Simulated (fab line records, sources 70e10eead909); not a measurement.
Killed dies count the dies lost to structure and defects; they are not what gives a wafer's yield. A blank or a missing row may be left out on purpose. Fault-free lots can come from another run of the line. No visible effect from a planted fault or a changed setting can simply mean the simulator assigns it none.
Matching of chambers    flow nand harc    NHARC_A_STAIRCASE_ETCHBACK_422 on rie diel-04 has 4 sister chambers
The step etches the open film in CH3F/O2, target depth 40 nm, time 74.286 s. 8 wafers are shown with their chamber, then 11 later ones without.

== WAFERS WITH THEIR CHAMBER ==
wafer   chamber  drypump motor current A (A)  showerhead plenum p Torr (Torr)
L084.2  0        6.03                         2.38
L084.3  3        5.25                         2.35
L087.2  1        5.79                         2.62
L087.4  0        6.01                         2.38
L085.2  3        5.25                         2.34
L085.3  1        5.77                         2.62
L085.6  2        5.54                         2.40
L085.1  2        5.52                         2.40

== WAFERS MISSING THEIR CHAMBER ==
wafer   drypump motor current A (A)  showerhead plenum p Torr (Torr)
L085.4  6.02                         2.38
L085.5  5.78                         2.62
L092.1  5.78                         2.62
L092.2  5.53                         2.40
L092.4  5.23                         2.34
L095.2  6.01                         2.37
L095.3  5.78                         2.62
L095.6  5.53                         2.39
L096.3  5.22                         2.33
L096.4  5.80                         2.61
L096.6  5.52                         2.39

== EACH ONE'S CHAMBER ==
wafer   from the rows above  in truth
L085.4  0                    0
L085.5  1                    1
L092.1  1                    1
L092.2  2                    2
L092.4  3                    3
L095.2  0                    0
L095.3  1                    1
L095.6  2                    2
L096.3  3                    3
L096.4  1                    1
L096.6  2                    2
11 of 11 placed correctly. Number that these rows cannot place: 0. Placed wrongly: 0.
How it was worked out, from the rows above alone: a wafer's distance from a chamber is the root of the sum, over the readings, of the square of ((its reading less the chamber's mean) divided by the reading's scatter). If the next closest chamber is less than 2 further off than the closest, the wafer can't be placed; otherwise it belongs to the closest. Each chamber's mean is taken over the wafers shown for it. The scatter: take each reading less its chamber's mean, square it, sum over the shown wafers, divide by the number of wafers less the number of chambers, and take the root.
